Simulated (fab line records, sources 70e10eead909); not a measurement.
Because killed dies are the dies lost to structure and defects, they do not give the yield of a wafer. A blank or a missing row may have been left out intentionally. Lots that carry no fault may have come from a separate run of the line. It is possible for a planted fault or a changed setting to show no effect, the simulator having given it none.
Which tool did it? :: flow nandHarc :: 14 lots, 42 wafers sampled, at 5 steps of a route of 1302

== WHAT THE GAUGES READ, wafer by wafer ==
NHARC_A_ONON_D2_THK_MEAS_11: measures by ellipsometry. Usual: 996 nm for thkNm, sd 13.
lot: L937
measured: day 12 11:47
on: filmMetro-02
thkNm (nm): 1010 1011 1010
flag: 

lot: L939
measured: day 12 21:59
on: filmMetro-01
thkNm (nm): 993 992 992
flag: 

lot: L938
measured: day 12 22:08
on: filmMetro-02
thkNm (nm): 991 995 993
flag: 

lot: L943
measured: day 14 20:55
on: filmMetro-02
thkNm (nm): 999 999 998
flag: 

lot: L944
measured: day 15 13:19
on: filmMetro-02
thkNm (nm): 990 990 989
flag: 

lot: L946
measured: day 16 16:16
on: filmMetro-01
thkNm (nm): 1002 1002 1000
flag: 

lot: L949
measured: day 17 20:14
on: filmMetro-02
thkNm (nm): 982 983 982
flag: 

lot: L952
measured: day 18 11:13
on: filmMetro-01
thkNm (nm): 980 978 977
flag: 

lot: L953
measured: day 19 06:42
on: filmMetro-02
thkNm (nm): 979 978 980
flag: 

lot: L955
measured: day 20 07:07
on: filmMetro-02
thkNm (nm): 1013 1015 1015
flag: 

lot: L957
measured: day 21 05:43
on: filmMetro-02
thkNm (nm): 1007 1008 1007
flag: 

lot: L959
measured: day 21 13:02
on: filmMetro-02
thkNm (nm): 1024 1024 1025
flag: 

lot: L958
measured: day 21 13:06
on: filmMetro-02
thkNm (nm): 1000 1000 1000
flag: 

lot: L960
measured: day 21 22:01
on: filmMetro-01
thkNm (nm): 1001 1001 999
flag: 

NHARC_A_ONON_D2_INSPECT_32. Usual: 394 for rawDefectCount, sd 150.
lot: L937
measured: day 12 23:27
on: defectInspect-01
rawDefectCount: 478 653 402
flag: 

lot: L939
measured: day 13 09:07
on: defectInspect-02
rawDefectCount: 722 515 481
flag: 

lot: L938
measured: day 13 09:08
on: defectInspect-01
rawDefectCount: 405 488 360
flag: 

lot: L943
measured: day 15 10:45
on: defectInspect-01
rawDefectCount: 499 623 526
flag: 

lot: L944
measured: day 16 00:14
on: defectInspect-01
rawDefectCount: 184 259 354
flag: 

lot: L946
measured: day 17 03:26
on: defectInspect-02
rawDefectCount: 587 510 641
flag: 

lot: L949
measured: day 18 07:31
on: defectInspect-01
rawDefectCount: 326 225 236
flag: 

lot: L952
measured: day 18 21:58
on: defectInspect-01
rawDefectCount: 237 262 462
flag: 

lot: L953
measured: day 19 17:31
on: defectInspect-02
rawDefectCount: 262 373 223
flag: 

lot: L955
measured: day 20 18:31
on: defectInspect-02
rawDefectCount: 211 206 225
flag: 

lot: L957
measured: day 21 16:52
on: defectInspect-01
rawDefectCount: 265 289 333
flag: 

lot: L959
measured: day 22 04:08
on: defectInspect-01
rawDefectCount: 204 361 323
flag: 

lot: L958
measured: day 22 04:09
on: defectInspect-02
rawDefectCount: 696 463 497
flag: 

lot: L960
measured: day 22 12:10
on: defectInspect-01
rawDefectCount: 256 168 269
flag: 

NHARC_END_SORT_01. Usual: killedAtArray 52, standard deviation 17; killedAtOther 0.8, standard deviation 1.1; killedAtPeriphery 3.2, standard deviation 2.2; killedDies 57, standard deviation 17; killedOpen 3.4, standard deviation 1.8; killedShort 2.4, standard deviation 1.6.
lot: L937
measured: day 24 13:36
on: prober-02
killedAtArray: 74 54 57
killedAtOther: 2 3 0
killedAtPeriphery: 5 4 7
killedDies: 81 61 64
killedOpen: 4 5 3
killedShort: 6 1 1
flag: 

lot: L939
measured: day 25 01:18
on: prober-01
killedAtArray: 21 20 22
killedAtOther: 1 0 0
killedAtPeriphery: 4 2 4
killedDies: 26 22 26
killedOpen: 0 4 1
killedShort: 3 2 2
flag: 

lot: L938
measured: day 24 13:37
on: prober-01
killedAtArray: 72 72 64
killedAtOther: 1 1 0
killedAtPeriphery: 4 5 3
killedDies: 77 78 67
killedOpen: 4 3 2
killedShort: 1 0 3
flag: 

lot: L943
measured: day 26 19:26
on: prober-02
killedAtArray: 60 55 44
killedAtOther: 1 0 1
killedAtPeriphery: 4 3 2
killedDies: 65 58 47
killedOpen: 6 4 4
killedShort: 4 3 1
flag: 

lot: L944
measured: day 27 08:23
on: prober-02
killedAtArray: 35 40 44
killedAtOther: 0 0 0
killedAtPeriphery: 3 5 4
killedDies: 38 45 48
killedOpen: 2 2 0
killedShort: 2 1 4
flag: 

lot: L946
measured: day 28 08:31
on: prober-01
killedAtArray: 72 76 72
killedAtOther: 1 1 2
killedAtPeriphery: 0 2 1
killedDies: 73 79 75
killedOpen: 2 4 6
killedShort: 0 2 2
flag: 

lot: L949
measured: day 29 16:45
on: prober-02
killedAtArray: 63 58 48
killedAtOther: 1 2 0
killedAtPeriphery: 4 1 3
killedDies: 68 61 51
killedOpen: 4 2 3
killedShort: 3 3 2
flag: 

lot: L952
measured: day 30 06:23
on: prober-01
killedAtArray: 63 38 55
killedAtOther: 1 3 3
killedAtPeriphery: 6 5 10
killedDies: 70 46 68
killedOpen: 6 2 4
killedShort: 3 0 2
flag: 

lot: L953
measured: day 30 14:56
on: prober-02
killedAtArray: 50 46
killedAtOther: 0 0
killedAtPeriphery: 3 0
killedDies: 53 46
killedOpen: 4 3
killedShort: 3 2
flag: 

lot: L955
measured: day 31 22:14
on: prober-02
killedAtArray: 81 66 83
killedAtOther: 0 3 0
killedAtPeriphery: 6 5 6
killedDies: 87 74 89
killedOpen: 2 5 5
killedShort: 3 5 1
flag: 

lot: L957
measured: day 32 22:49
on: prober-02
killedAtArray: 41 52 53
killedAtOther: 0 2 1
killedAtPeriphery: 0 4 1
killedDies: 41 58 55
killedOpen: 5 4 5
killedShort: 3 2 0
flag: 

lot: L959
measured: day 34 02:25
on: prober-01
killedAtArray: 62 58 64
killedAtOther: 0 1 0
killedAtPeriphery: 2 3 4
killedDies: 64 62 68
killedOpen: 4 3 2
killedShort: 5 1 1
flag: 

lot: L958
measured: day 33 14:22
on: prober-02
killedAtArray: 38 30 31
killedAtOther: 0 0 1
killedAtPeriphery: 4 2 4
killedDies: 42 32 36
killedOpen: 4 3 5
killedShort: 3 3 3
flag: 

lot: L960
measured: day 34 11:21
on: prober-02
killedAtArray: 43 40 49
killedAtOther: 0 0 0
killedAtPeriphery: 8 1 7
killedDies: 51 41 56
killedOpen: 2 3 4
killedShort: 1 2 3
flag: 

== TOOL THAT RAN EACH LOT (tool first, then ch and the chambers of the sampled wafers, then the start) ==
lot: L937
NHARC_A_ONON_D2_DEP_25: pecvdOnon-01 ch 0, day 12 21:50
NHARC_A_ONON_D2_DEP_33: pecvd-02 ch 0,1,2, day 12 22:58

lot: L939
NHARC_A_ONON_D2_DEP_25: pecvdOnon-01 ch 0, day 13 07:37
NHARC_A_ONON_D2_DEP_33: pecvd-04 ch 1,2, day 13 08:38

lot: L938
NHARC_A_ONON_D2_DEP_25: pecvdOnon-03 ch 0, day 13 07:31
NHARC_A_ONON_D2_DEP_33: pecvd-02 ch 0,1,2, day 13 08:39

lot: L943
NHARC_A_ONON_D2_DEP_25: pecvdOnon-01 ch 0, day 15 09:08
NHARC_A_ONON_D2_DEP_33: pecvd-02 ch 0,2, day 15 10:16

lot: L944
NHARC_A_ONON_D2_DEP_25: pecvdOnon-01 ch 0, day 15 22:41
NHARC_A_ONON_D2_DEP_33: pecvd-01 ch 1,2, day 15 23:47

lot: L946
NHARC_A_ONON_D2_DEP_25: pecvdOnon-04 ch 0, day 17 01:41
NHARC_A_ONON_D2_DEP_33: pecvd-04 ch 0,1,2, day 17 02:57

lot: L949
NHARC_A_ONON_D2_DEP_25: pecvdOnon-04 ch 0, day 18 05:47
NHARC_A_ONON_D2_DEP_33: pecvd-04 ch 1,2, day 18 07:01

lot: L952
NHARC_A_ONON_D2_DEP_25: pecvdOnon-03 ch 0, day 18 20:22
NHARC_A_ONON_D2_DEP_33: pecvd-01 ch 0,1,2, day 18 21:30

lot: L953
NHARC_A_ONON_D2_DEP_25: pecvdOnon-03 ch 0, day 19 15:57
NHARC_A_ONON_D2_DEP_33: pecvd-02 ch 0,1,2, day 19 17:01

lot: L955
NHARC_A_ONON_D2_DEP_25: pecvdOnon-01 ch 0, day 20 16:54
NHARC_A_ONON_D2_DEP_33: pecvd-02 ch 0,2, day 20 18:07

lot: L957
NHARC_A_ONON_D2_DEP_25: pecvdOnon-01 ch 0, day 21 15:21
NHARC_A_ONON_D2_DEP_33: pecvd-02 ch 0,1,2, day 21 16:22

lot: L959
NHARC_A_ONON_D2_DEP_25: pecvdOnon-01 ch 0, day 22 02:38
NHARC_A_ONON_D2_DEP_33: pecvd-02 ch 0,2, day 22 03:40

lot: L958
NHARC_A_ONON_D2_DEP_25: pecvdOnon-03 ch 0, day 22 02:31
NHARC_A_ONON_D2_DEP_33: pecvd-01 ch 0,1, day 22 03:44

lot: L960
NHARC_A_ONON_D2_DEP_25: pecvdOnon-01 ch 0, day 22 10:32
NHARC_A_ONON_D2_DEP_33: pecvd-04 ch 0,2, day 22 11:40
- NHARC_A_ONON_D2_DEP_25: target thk 1000 nm.
- NHARC_A_ONON_D2_DEP_33: deposits SiO2, target thk 200 nm.

== AS READ BY THE TOOLS THEMSELVES (means over the sampled wafers that have a number; for cases with no such wafer, the mark the record gives instead) ==
NHARC_A_ONON_D2_DEP_25. Usual: 209.9 sccm for sih4FlowSccm, sd 0.63.
lot: L937
tool: pecvdOnon-01
sih4FlowSccm (sccm): 210.4
flag: 

lot: L939
tool: pecvdOnon-01
sih4FlowSccm (sccm): 209.8
flag: 

lot: L938
tool: pecvdOnon-03
sih4FlowSccm (sccm): 210.0
flag: 

lot: L943
tool: pecvdOnon-01
sih4FlowSccm (sccm): 168.0
flag: OFF

lot: L944
tool: pecvdOnon-01
sih4FlowSccm (sccm): 168.1
flag: OFF

lot: L946
tool: pecvdOnon-04
sih4FlowSccm (sccm): 209.4
flag: 

lot: L949
tool: pecvdOnon-04
sih4FlowSccm (sccm): 210.5
flag: 

lot: L952
tool: pecvdOnon-03
sih4FlowSccm (sccm): 209.9
flag: 

lot: L953
tool: pecvdOnon-03
sih4FlowSccm (sccm): 209.5
flag: 

lot: L955
tool: pecvdOnon-01
sih4FlowSccm (sccm): 209.5
flag: 

lot: L957
tool: pecvdOnon-01
sih4FlowSccm (sccm): 209.9
flag: 

lot: L959
tool: pecvdOnon-01
sih4FlowSccm (sccm): 209.8
flag: 

lot: L958
tool: pecvdOnon-03
sih4FlowSccm (sccm): 210.8
flag: 

lot: L960
tool: pecvdOnon-01
sih4FlowSccm (sccm): 209.1
flag: 

NHARC_A_ONON_D2_DEP_33. Usual: heaterPowerW 598 W, standard deviation 100; throttleValvePct 15.9 %, standard deviation 0.47.
lot: L937
tool: pecvd-02
heaterPowerW (W): 564
throttleValvePct (%): 16.1
flag: 

lot: L939
tool: pecvd-04
heaterPowerW (W): 688
throttleValvePct (%): 15.6
flag: 

lot: L938
tool: pecvd-02
heaterPowerW (W): 599
throttleValvePct (%): 16.0
flag: 

lot: L943
tool: pecvd-02
heaterPowerW (W): 609
throttleValvePct (%): 16.1
flag: 

lot: L944
tool: pecvd-01
heaterPowerW (W): 650
throttleValvePct (%): 15.2
flag: 

lot: L946
tool: pecvd-04
heaterPowerW (W): 636
throttleValvePct (%): 15.9
flag: 

lot: L949
tool: pecvd-04
heaterPowerW (W): 648
throttleValvePct (%): 16.1
flag: 

lot: L952
tool: pecvd-01
heaterPowerW (W): 624
throttleValvePct (%): 15.5
flag: 

lot: L953
tool: pecvd-02
heaterPowerW (W): 561
throttleValvePct (%): 16.0
flag: 

lot: L955
tool: pecvd-02
heaterPowerW (W): 491
throttleValvePct (%): 15.8
flag: 

lot: L957
tool: pecvd-02
heaterPowerW (W): 598
throttleValvePct (%): 16.2
flag: 

lot: L959
tool: pecvd-02
heaterPowerW (W): 503
throttleValvePct (%): 15.9
flag: 

lot: L958
tool: pecvd-01
heaterPowerW (W): 546
throttleValvePct (%): 15.6
flag: 

lot: L960
tool: pecvd-04
heaterPowerW (W): 590
throttleValvePct (%): 16.4
flag: 

== THE ANSWER, worked out from the rows above alone ==
Rule: take the mean of a lot's wafers that have a number; if it is more than 3 standard deviations from the usual mean, the lot is off. Also off: a lot with no number at a reading for which 4 or more lots have one. All remaining lots with rows at the step are treated as sound. Order of review: gauges by route order, followed by the tools' own readings, for which a lot's mean as printed above is used. The first step at which some lot is off is used, and at that step the reading that is off furthest; a lot without a number counts as furthest.
Off: L943, L944, at NHARC_A_ONON_D2_DEP_25 (sih4FlowSccm).
If a tool, at that step or one of the process steps before it, ran each lot that is off and ran no sound lot following the first of them, it fits. None of those tried fits.

== WHAT THE SIMULATOR HAD INSERTED ==
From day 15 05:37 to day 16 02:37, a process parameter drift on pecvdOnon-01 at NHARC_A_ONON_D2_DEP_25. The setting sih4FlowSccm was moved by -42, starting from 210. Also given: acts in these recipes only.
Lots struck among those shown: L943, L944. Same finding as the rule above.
